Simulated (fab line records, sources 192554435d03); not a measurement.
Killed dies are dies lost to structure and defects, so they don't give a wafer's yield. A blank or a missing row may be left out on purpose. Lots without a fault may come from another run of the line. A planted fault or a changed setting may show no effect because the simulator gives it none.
fab line records | flow n5_finfet | part 1 of 2: steps 1 to 3 of 6
record lots=21 wafers=63 last_day=19
route steps=1938 shown DUMMY_GATE@214 SDB@347
lots that met no fault: from a run of the same line without faults
start_h: hours from the record's first day to the start of the lot's first wafer shown | wait_h: hours since the lot's step before | " the same as in the row above | L1.1+2: a row that stands for several wafers | - no value, or no start given | * or withheld: withheld | < > ~ a bound
route shown NAME@n: a module of which the file shows steps, and the number in the route of the first | usual: mean/standard deviation of fault-free wafers | same: alike in all rows | chamber/n: place in a boat | sites: the reading at each site | _std_site: their standard deviation | _edge_site: outer sites' mean less inner sites' | radius_mm: how far each site lies from the wafer's centre | mask NAME#n: copy n | behind: the tool/chamber that last shaped the wafer | hold: why the lot was held/for how many hours/how that ended | device: the transistor (n, p or np) that didn't switch | end of line: the same wafers' tests at the end of the route | a step without rows: its recipe alone | killed: dies lost to structure and defects at the first sort, not the wafer's yield | map: a wafer's dies, x killed, . not, _ none there
set.NAME: the setting as run; set.NAME@STEP: as run at that earlier step | model.NAME: the simulator's own value behind a step, which no gauge read
steps of the route over a sample of lots; a table a step, a row a wafer
services: from which hour (start_h, from the record's first day; less than 0 if before it) a tool's chamber was out of use, for how many hours, and why
## steps
# step N5_DUMMY_GATE_ALD_02
# recipe material=SiO2 target_thk_a=20 temp_c=300 ald_precursor_family=BDEAS ald_co_reactant=O2-plasma pulse_time_s=1 pressure_torr=2
# usual heater_power_w=458/60 precursor_pulse_height_rel=0.999/0.021 susceptor_temp_C=299.99/0.19
# columns lot.wafer tool chamber start_h wait_h heater_power_w precursor_pulse_height_rel susceptor_temp_C
L074.1 ald_sin-03 3 39.91 0.0 386 1.001 299.92
L074.5 " 0 " " 557 1.027 300.07
L074.6 " 1 " " 434 1.014 300.05
L075.2 ald_sin-04 3 42.67 0.0 378 1.015 299.94
L075.5 " 1 " " 470 1.036 300.04
L075.6 " 2 " " 449 1.010 299.91
L076.4 ald_sin-03 0 48.77 0.0 558 1.011 300.19
L076.5 " 2 " " 538 0.963 300.03
L076.6 " 3 " " 392 1.017 299.84
L077.1 ald_sin-04 1 55.65 0.1 479 1.025 299.92
L077.3 " 3 " " 376 0.996 300.38
L077.6 " 1 " " 472 0.978 299.96
L078.4 ald_sin-03 1 61.20 0.0 428 1.006 300.07
L078.5 " 2 " " 547 0.962 300.26
L078.6 " 3 " " 400 0.983 299.95
L079.1 ald_sin-04 3 66.85 0.0 378 0.997 299.93
L079.3 " 2 " " 428 0.989 300.05
L079.4 " 0 " " 375 1.040 299.85
L080.3 ald_sin-03 2 73.45 0.0 549 0.948 299.78
L080.4 " 3 " " 400 0.998 300.01
L080.5 " 3 " " 386 1.032 299.94
L081.2 ald_sin-03 0 78.68 0.2 558 0.991 299.97
L081.3 " 2 " " 538 1.015 299.89
L081.5 " 1 " " 431 1.001 299.62
L082.2 ald_sin-04 1 84.28 0.0 466 0.996 299.97
L082.3 " 0 " " 401 0.982 300.32
L082.6 " 3 " " 380 0.989 299.95
L083.3 ald_sin-03 0 93.44 2.2 552 0.977 299.98
L083.4 " 1 " " 429 0.995 299.99
L083.5 " 2 " " 535 0.961 299.85
L084.1 ald_sin-03 3 99.84 1.3 403 0.978 300.08
L084.4 " 1 " " 426 1.002 299.96
L084.6 " 2 " " 534 1.001 299.98
L085.1 ald_sin-01 3 108.56 0.0 471 1.007 299.83
L085.4 " 2 " " 505 1.013 300.20
L085.6 " 3 " " 458 1.016 299.86
L087.1 ald_sin-01 1 114.61 0.1 460 0.989 300.08
L087.2 " 2 " " 505 1.037 300.07
L087.4 " 3 " " 450 0.996 299.57
L090.1 ald_sin-04 1 132.37 0.0 474 1.015 299.75
L090.2 " 0 " " 381 1.030 299.75
L090.6 " 3 " " 367 0.976 299.85
L091.2 ald_sin-01 2 138.77 0.1 495 0.983 299.86
L091.3 " 1 " " 461 1.024 299.96
L091.4 " 3 " " 452 1.005 300.23
L092.2 ald_sin-03 1 145.45 0.1 437 1.010 299.84
L092.4 " 2 " " 524 0.973 300.08
L092.6 " 3 " " 385 0.998 300.20
L093.1 ald_sin-04 1 151.86 0.0 464 1.012 299.81
L093.5 " 1 " " 470 1.004 299.74
L093.6 " 2 " " 432 0.990 299.54
L094.2 ald_sin-04 1 158.93 0.7 482 0.979 299.81
L094.3 " 3 " " 382 0.997 300.02
L094.5 " 3 " " 382 0.984 300.08
L095.1 ald_sin-01 2 164.42 0.0 506 1.025 299.88
L095.2 " 1 " " 460 0.992 299.91
L095.4 " 0 " " 450 0.998 299.89
L096.1 ald_sin-04 1 168.74 0.0 473 0.980 299.89
L096.3 " 0 " " 385 0.983 300.10
L096.5 " 3 " " 376 0.994 300.03
L097.1 ald_sin-03 0 175.94 0.0 564 0.970 300.02
L097.4 " 2 " " 535 0.993 300.09
L097.5 " 2 " " 534 1.010 299.91
# step N5_DUMMY_GATE_DESCUM_20
# recipe chemistry=O2 time_s=6.2 source_power_w=50 bias_power_w=20 pressure_mtorr=20 rf_frequency_hz=2.712e+07 temp_c=40 resist=CAR-EUV o2_flow_sccm=225
# usual chamber_pressure_mTorr=20.001/0.018 drypump_motor_current_A=5.5/0.47 oes_product_au=0.81/0.087 rf_vpp_V=243.1/1.3 showerhead_plenum_p_Torr=2.08/0.062 throttle_valve_pct=20.46/0.2
# columns lot.wafer tool chamber start_h wait_h chamber_pressure_mTorr drypump_motor_current_A oes_product_au rf_hours_counter_h rf_vpp_V showerhead_plenum_p_Torr throttle_valve_pct
L074.1 rie_diel-04 1 50.82 0.0 20.000 5.7 0.84 98 244.0 2.12 20.46
L074.5 " 2 " " 20.028 4.7 0.72 - 242.0 2.00 20.36
L074.6 " 3 " " 19.996 6.4 0.80 - 243.9 2.09 20.46
L075.2 rie_diel-03 2 56.91 0.1 20.014 5.1 0.86 66 245.0 2.11 20.27
L075.5 " 3 " " 20.010 6.2 0.90 - 243.8 2.05 20.39
L075.6 " 2 " " 20.005 5.1 0.86 - 243.3 2.11 20.26
L076.4 rie_diel-03 3 66.41 0.0 20.001 6.2 0.89 13 242.8 2.05 20.39
L076.5 " 2 " " 19.989 5.1 0.86 - 245.4 2.11 20.27
L076.6 " 1 " " 19.989 5.6 0.76 - 243.1 2.10 20.70
L077.1 rie_diel-01 0 70.34 0.0 20.031 5.3 0.70 230 241.7 1.98 20.83
L077.3 " 1 " " 19.994 5.1 0.77 121 242.3 2.00 20.69
L077.6 " 3 " " 20.025 5.6 0.69 - 243.7 2.17 20.42
L078.4 rie_diel-01 2 74.23 0.0 19.990 5.5 0.69 244 242.7 2.06 20.53
L078.5 " 0 " " 20.038 5.4 0.70 - 242.2 1.98 20.83
L078.6 " 1 " " 20.023 5.1 0.78 - 242.3 2.00 20.70
L079.1 rie_diel-03 1 77.23 0.1 20.033 5.6 0.75 165 243.4 2.10 20.71
L079.3 " 2 " " 19.994 5.0 0.84 72 244.2 2.11 20.28
L079.4 " 0 " " 19.968 5.0 0.70 245 240.5 1.96 20.43
L080.3 rie_diel-03 0 82.27 0.0 20.000 5.0 0.70 247 240.2 1.96 20.42
L080.4 " 1 " " 19.985 5.6 0.75 167 243.1 2.10 20.70
L080.5 " 2 " " 19.971 5.1 0.86 - 242.6 2.11 20.27
L081.2 rie_diel-04 2 87.57 0.4 20.009 4.7 0.72 187 241.9 1.99 20.36
L081.3 " 1 " " 19.988 5.7 0.83 110 244.6 2.11 20.48
L081.5 " 2 " " 19.992 4.8 0.72 - 241.7 1.99 20.37
L082.2 rie_diel-03 1 92.95 0.2 20.017 5.6 0.74 170 242.8 2.10 20.70
L082.3 " 2 " " 19.974 5.0 0.83 77 243.1 2.11 20.30
L082.6 " 2 " " 20.000 5.1 0.84 - 242.5 2.11 20.29
L083.3 rie_diel-03 1 102.12 0.0 19.999 5.6 0.74 173 245.4 2.10 20.71
L083.4 " 1 " " 19.984 5.6 0.74 - 245.0 2.10 20.72
L083.5 " 3 " " 19.999 6.2 0.87 - 242.1 2.04 20.40
L084.1 rie_diel-04 1 108.49 0.0 19.979 5.6 0.81 118 242.5 2.11 20.50
L084.4 " 3 " " 19.997 6.4 0.78 - 242.2 2.08 20.49
L084.6 " 1 " " 19.989 5.7 0.81 - 242.5 2.11 20.47
L085.1 rie_diel-03 2 117.22 0.1 19.974 5.0 0.82 86 244.6 2.10 20.29
L085.4 " 0 " " 19.998 5.0 0.99 4 245.1 2.22 20.16
L085.6 " 3 " " 20.020 6.2 0.85 - 241.8 2.04 20.41
L087.1 rie_diel-01 2 126.36 0.6 19.998 5.4 1.00 3 243.3 2.06 20.20
L087.2 " 3 " " 20.000 5.6 0.67 249 243.6 2.17 20.45
L087.4 " 1 " " 20.017 5.1 0.76 139 241.7 2.00 20.72
L090.1 rie_diel-04 2 140.89 0.0 19.998 4.7 0.73 196 241.4 1.99 20.39
L090.2 " 0 " " 20.008 5.3 0.96 7 244.1 2.11 20.24
L090.6 " 1 " " 19.995 5.6 0.81 - 243.3 2.11 20.51
L091.2 rie_diel-03 0 147.40 0.0 19.990 5.0 0.95 14 245.7 2.22 20.18
L091.3 " 1 " " 19.979 5.6 0.72 189 243.5 2.09 20.74
L091.4 " 3 " " 20.003 6.2 0.83 40 243.0 2.04 20.41
L092.2 rie_diel-03 2 153.97 0.0 20.006 5.1 0.80 97 243.4 2.10 20.32
L092.4 " 0 " " 19.976 5.0 0.95 16 246.3 2.22 20.18
L092.6 " 1 " " 19.998 5.6 0.73 - 242.8 2.09 20.75
L093.1 rie_diel-01 3 160.51 0.0 19.986 5.6 0.97 3 243.8 2.16 20.08
L093.5 " 2 " " 20.013 5.5 0.95 - 241.9 2.05 20.24
L093.6 " 1 " " 20.007 5.1 0.75 - 241.7 1.99 20.73
L094.2 rie_diel-03 3 167.49 0.1 19.982 6.2 0.84 45 241.8 2.04 20.44
L094.3 " 2 " " 20.014 5.1 0.83 101 243.2 2.10 20.32
L094.5 " 1 " " 20.023 5.6 0.73 - 244.1 2.09 20.75
L095.1 rie_diel-03 1 174.31 0.0 19.992 5.6 0.73 196 243.6 2.09 20.74
L095.2 " 2 " " 20.026 5.1 0.81 103 243.0 2.10 20.33
L095.4 " 3 " " 20.026 6.2 0.82 47 241.8 2.04 20.44
L096.1 rie_diel-04 1 177.63 0.4 19.980 5.6 0.80 136 242.4 2.10 20.53
L096.3 " 2 " " 20.008 4.8 0.71 207 242.2 1.98 20.41
L096.5 " 0 " " 19.991 5.3 0.93 - 243.9 2.10 20.25
L097.1 rie_diel-01 3 184.46 0.0 20.015 5.6 0.93 11 243.3 2.16 20.08
L097.4 " 1 " " 20.017 5.1 0.74 160 242.0 1.99 20.76
L097.5 " 3 " " 19.991 5.6 0.93 - 243.6 2.16 20.09
# step N5_DUMMY_GATE_ETCH_29
# recipe chemistry=N2/H2 target=underlayer target_depth_a=130 ion_energy_ev=200 pressure_mtorr=30 source_w=840 bias_w=150 n2_flow_sccm=200 h2_flow_sccm=200
# usual chamber_pressure_mTorr=30.00/0.03 drypump_motor_current_A=5.5/0.48 n2_flow_sccm=200.1/0.66 oes_product_au=0.81/0.089 rf_vpp_V=523.6/2.2 showerhead_plenum_p_Torr=2.52/0.073 throttle_valve_pct=17.90/0.26
# columns lot.wafer tool chamber start_h wait_h chamber_pressure_mTorr drypump_motor_current_A n2_flow_sccm oes_product_au rf_hours_counter_h rf_vpp_V showerhead_plenum_p_Torr throttle_valve_pct
L074.1 rie_diel-04 1 50.88 0.0 30.06 5.7 200.8 0.84 98 525.4 2.55 17.75
L074.5 " 2 " " 30.05 4.7 199.9 0.72 - 521.3 2.45 18.00
L074.6 " 3 " " 29.98 6.4 200.4 0.81 - 525.2 2.58 18.20
L075.2 rie_diel-03 2 56.97 0.0 30.01 5.1 200.0 0.86 66 524.4 2.59 17.82
L075.5 " 3 " " 30.03 6.2 200.2 0.91 - 522.7 2.50 17.79
L075.6 " 2 " " 29.97 5.1 200.3 0.85 - 525.6 2.59 17.82
L076.4 rie_diel-03 3 66.48 0.0 29.98 6.2 200.7 0.91 13 523.0 2.49 17.81
L076.5 " 2 " " 30.01 5.1 199.1 0.86 - 525.5 2.59 17.81
L076.6 " 1 " " 29.97 5.6 200.5 0.77 - 522.8 2.54 18.10
L077.1 rie_diel-01 0 70.40 0.0 30.00 5.3 200.6 0.68 230 520.7 2.40 18.18
L077.3 " 1 " " 30.02 5.1 200.9 0.77 121 519.9 2.44 18.13
L077.6 " 3 " " 30.04 5.6 200.9 0.71 - 525.8 2.59 17.65
L078.4 rie_diel-01 2 74.29 0.0 29.98 5.4 201.2 0.69 244 523.5 2.48 17.94
L078.5 " 0 " " 30.00 5.3 199.6 0.68 - 520.7 2.40 18.18
L078.6 " 1 " " 29.99 5.1 201.3 0.77 - 521.6 2.43 18.13
L079.1 rie_diel-03 1 77.30 0.0 30.00 5.6 199.2 0.77 165 525.7 2.53 18.12
L079.3 " 2 " " 30.04 5.1 200.2 0.85 72 524.5 2.59 17.82
L079.4 " 0 " " 30.02 5.0 200.6 0.70 245 520.0 2.37 17.69
L080.3 rie_diel-03 0 82.33 0.0 30.01 4.9 199.3 0.70 247 519.4 2.37 17.70
L080.4 " 1 " " 30.01 5.6 199.6 0.77 167 524.6 2.53 18.10
L080.5 " 2 " " 29.96 5.1 199.8 0.86 - 525.2 2.58 17.85
L081.2 rie_diel-04 2 87.64 0.0 30.01 4.8 200.5 0.71 187 520.2 2.44 18.03
L081.3 " 1 " " 29.98 5.6 198.6 0.82 110 525.9 2.54 17.75
L081.5 " 2 " " 30.00 4.8 199.4 0.71 - 520.5 2.44 18.02
L082.2 rie_diel-03 1 93.02 0.0 30.00 5.6 199.7 0.75 170 523.5 2.53 18.11
L082.3 " 2 " " 29.99 5.1 199.1 0.85 77 524.9 2.58 17.85
L082.6 " 2 " " 29.91 5.0 199.5 0.85 - 524.9 2.58 17.84
L083.3 rie_diel-03 1 102.18 0.0 30.00 5.6 201.5 0.75 173 524.6 2.53 18.13
L083.4 " 1 " " 29.96 5.6 200.7 0.75 - 522.7 2.53 18.12
L083.5 " 3 " " 30.00 6.2 201.0 0.88 - 522.8 2.49 17.83
L084.1 rie_diel-04 1 108.59 0.1 29.98 5.7 199.3 0.82 118 522.5 2.54 17.78
L084.4 " 3 " " 29.96 6.4 200.9 0.78 - 523.5 2.57 18.22
L084.6 " 1 " " 30.04 5.7 200.2 0.81 - 522.8 2.54 17.76
L085.1 rie_diel-03 2 117.29 0.0 29.96 5.1 200.0 0.83 86 524.5 2.58 17.85
L085.4 " 0 " " 29.98 5.0 200.5 0.99 4 528.0 2.68 17.34
L085.6 " 3 " " 30.00 6.2 200.7 0.87 - 522.2 2.49 17.83
L087.1 rie_diel-01 2 126.43 0.0 30.01 5.5 200.2 0.98 3 523.6 2.48 17.54
L087.2 " 3 " " 29.99 5.6 200.6 0.70 249 525.3 2.58 17.71
L087.4 " 1 " " 30.04 5.1 200.8 0.75 139 522.0 2.43 18.18
L090.1 rie_diel-04 2 140.96 0.0 30.09 4.7 199.6 0.70 196 520.9 2.44 18.04
L090.2 " 0 " " 29.99 5.3 201.7 0.96 7 525.4 2.60 17.90
L090.6 " 1 " " 29.97 5.7 200.5 0.81 - 523.5 2.54 17.78
L091.2 rie_diel-03 0 147.46 0.0 29.92 5.0 198.8 0.96 14 529.4 2.67 17.36
L091.3 " 1 " " 29.99 5.6 200.8 0.74 189 522.7 2.52 18.15
L091.4 " 3 " " 30.04 6.2 199.7 0.86 40 522.2 2.48 17.85
L092.2 rie_diel-03 2 154.03 0.0 29.99 5.1 200.5 0.82 97 525.1 2.57 17.88
L092.4 " 0 " " 30.02 5.0 200.3 0.95 16 529.4 2.67 17.36
L092.6 " 1 " " 29.99 5.6 199.5 0.74 - 523.9 2.52 18.16
L093.1 rie_diel-01 3 160.58 0.0 29.99 5.6 199.5 1.00 3 525.3 2.58 17.26
L093.5 " 2 " " 29.97 5.5 198.8 0.94 - 522.0 2.47 17.56
L093.6 " 1 " " 30.00 5.1 200.3 0.74 - 521.5 2.42 18.17
L094.2 rie_diel-03 3 167.56 0.0 29.98 6.2 200.1 0.84 45 522.3 2.48 17.85
L094.3 " 2 " " 30.01 5.1 200.5 0.82 101 526.0 2.57 17.87
L094.5 " 1 " " 29.97 5.6 200.3 0.74 - 523.4 2.52 18.16
L095.1 rie_diel-03 1 174.37 0.0 30.01 5.6 199.6 0.75 196 522.9 2.52 18.17
L095.2 " 2 " " 30.01 5.1 199.8 0.82 103 524.8 2.57 17.87
L095.4 " 3 " " 30.02 6.2 201.0 0.84 47 522.4 2.48 17.88
L096.1 rie_diel-04 1 177.70 0.0 30.00 5.6 200.0 0.78 136 524.4 2.53 17.78
L096.3 " 2 " " 30.05 4.7 200.2 0.69 207 520.7 2.44 18.05
L096.5 " 0 " " 29.99 5.3 200.0 0.95 - 524.9 2.60 17.90
L097.1 rie_diel-01 3 184.52 0.0 29.97 5.6 200.7 0.95 11 524.9 2.57 17.29
L097.4 " 1 " " 29.94 5.1 199.5 0.72 160 520.0 2.42 18.19
L097.5 " 3 " " 29.98 5.6 200.5 0.96 - 526.0 2.57 17.29
